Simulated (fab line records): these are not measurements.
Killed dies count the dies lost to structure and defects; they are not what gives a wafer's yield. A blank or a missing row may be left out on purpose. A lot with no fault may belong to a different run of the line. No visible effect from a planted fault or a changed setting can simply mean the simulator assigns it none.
8D (eight disciplines) problem report, filled in by code | flow n5Finfet | the parts of the form that need people (team, actions taken, sign-off) are left out
Where a reading is given only as a bound, like >300, the bound stands for it, and a mean or a difference that rests on one is marked > or <: the true number lies beyond.

== 1. THE PROBLEM ==
rawDefectCount at N5_MIM_TOP_LITHO_INSPECT_12 reads a mean of >300 on 6 wafers of 2 lots; wafers without a fault read 2.2 with a standard deviation of 1.6. So: +99 or more standard deviations from the usual mean.
The step: inspects for defects (macro).
First seen on wafer L788.1, day 15 17:07, on defectInspect-01. The record holds 30 wafers of 10 lots with a number at this step. Rule for "out" (also "out of limits"): further than 4 standard deviations from the usual mean. The rest of the wafers with a number are treated as sound.

== 2. WHAT THIS IS AND IS NOT ==
question                    | is                     | is not
which readings at this step | rawDefectCount         | -
which lots                  | L788, L791             | L782, L785, L787, L789, L798, L800, L804, L805
which wafers of those lots  | all that have a number | -
read on which gauges        | defectInspect-01       | defectInspect-02
when                        | from day 15 17:07      | up to then (9 sound wafers); but 15 sound wafers of L789, L798, L800, L804, L805 came after

== 3. SUSPECTS, AND WHAT RULES EACH OUT ==
Counting: a tool at a process step up to the reading stays a suspect if it ran every lot that is out and no sound lot after the first of them.
- the gauge at N5_MIM_TOP_LITHO_INSPECT_12 has been ruled out. All the wafers that are out were read on defectInspect-01, but those of them that N5_PASSIVATION_PROBE_49 has rows for are out there too, on other tools.
- pvdSputter-02 at N5_BEOL_M15_SPUTTER_45 (material Cu, target thk 100 nm, time 16.67 s): ruled out as a lasting fault. Following L788 (day 15 13:19), the first lot on it that is out, the sound lots L798, L800, L804 were run on it.
- pecvd-04 at N5_PASSIVATION_PECVD_00 (deposits SiO2 from SiH4/N2O, target thk 200 nm, time 11.2 s): ruled out as a lasting fault. Following L788 (day 15 15:25), the first lot on it that is out, the sound lots L805 were run on it.
Left after counting: nothing in the record.

== 4. THE CAUSE (what the simulator had put in) ==
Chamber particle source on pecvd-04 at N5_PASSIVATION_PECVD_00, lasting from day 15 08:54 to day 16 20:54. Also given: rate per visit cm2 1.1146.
The count ruled it out by mistake, since the rule takes a fault to strike every lot its tool runs from the start of the fault on, and this one did not do so.

== 5. THE EFFECT CHAIN, in route order ==
One row per reading whose mean, taken over the struck wafers that have a number, lies over 3 standard deviations from the usual. Only readings for which the record gives a usual standard deviation are gone through. hours: the time from each lot's start at the first step in this table that gives one to its start at this step, as a median over the lots. sigmas: the change in usual standard deviations.
hours | step                        | reading             | usual  | on struck wafers | change | sigmas
0     | N5_MIM_TOP_LITHO_INSPECT_12 | rawDefectCount      | 2.2    | >300             | >+298  | +99 or more
10    | N5_PASSIVATION_PROBE_49     | defectLimitedYield  | 91.5 % | 80.9             | -10.6  | -7.6
10    | N5_PASSIVATION_PROBE_49     | killedAtOther       | 3.6    | 125.7            | +122.1 | +42
10    | N5_PASSIVATION_PROBE_49     | killedDies          | 101    | 226              | +124   | +7.3
10    | N5_PASSIVATION_PROBE_49     | sort_bin_5_function | 5.0 %  | 12.5             | +7.5   | +7.7
10    | N5_PASSIVATION_PROBE_49     | sortNPass           | 1079   | 954              | -124   | -7.3
10    | N5_PASSIVATION_PROBE_49     | sortYieldPct        | 91.4 % | 80.9             | -10.5  | -7.5
Process steps it contains:
- N5_PASSIVATION_PROBE_49

== 6. WHAT WOULD HAVE CAUGHT IT SOONER ==
In this record the first reading out of limits at a measuring or inspecting step was taken at day 15 17:07, 8 hours after the fault began at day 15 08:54.
Of the tool readings at N5_PASSIVATION_PECVD_00 for which the record gives a usual standard deviation, none was out on any struck wafer, so an alarm limit of 4 standard deviations on them would not have fired.
